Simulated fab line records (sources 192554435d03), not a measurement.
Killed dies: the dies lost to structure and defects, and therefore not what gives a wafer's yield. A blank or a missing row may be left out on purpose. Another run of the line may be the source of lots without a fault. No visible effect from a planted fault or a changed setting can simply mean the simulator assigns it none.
Which tool was responsible?	flow n5_finfet	6 lots, 18 wafers sampled, at 1 step of a route of 1938

== WHAT THE GAUGES SHOWED, per wafer ==
N5_BEOL_M9_CD_MEAS_18: pitch 140 nm, target cd 70 nm.
lot	measured	on	cd_nm (nm)
L614	day 9 16:30	cd_sem-01	70.5 70.4 70.5
L617	day 10 07:18	cd_sem-01	69.3 69.9 70.6
L618	day 10 13:38	cd_sem-02	70.6 70.2 70.5
L621	day 10 23:23	cd_sem-03	70.2 70.0 70.1
L628	day 13 06:01	cd_sem-03	70.0 69.4 68.9
L635	day 16 00:27	cd_sem-02	70.1 70.0 68.9

== WHAT TOOL EACH LOT RAN ON (gives the tool, then ch and the chambers of the sampled wafers, and finally the start) ==
Record: no process step prior to these readings.

== THE ANSWER, worked out from the rows above alone ==
Rule: what is usual is taken from the lots themselves. Put in order of their means at a reading, lots are off if they are a third of the lots or fewer, leave a main group of 4 or more, and stand apart from it by a gap of 3 or more times the standard deviation of the main group's means; of several such gaps the widest counts. A main group is skipped when, at the precision printed for the reading in the tables above, its means are all equal. A lot without any number at a reading at which 4 lots or more have one is off too. Any other lot the step has rows for is counted as sound.
Across all readings shown, no lot is off: no conclusion can be drawn from this.

== WHAT WAS PUT IN BY THE SIMULATOR ==
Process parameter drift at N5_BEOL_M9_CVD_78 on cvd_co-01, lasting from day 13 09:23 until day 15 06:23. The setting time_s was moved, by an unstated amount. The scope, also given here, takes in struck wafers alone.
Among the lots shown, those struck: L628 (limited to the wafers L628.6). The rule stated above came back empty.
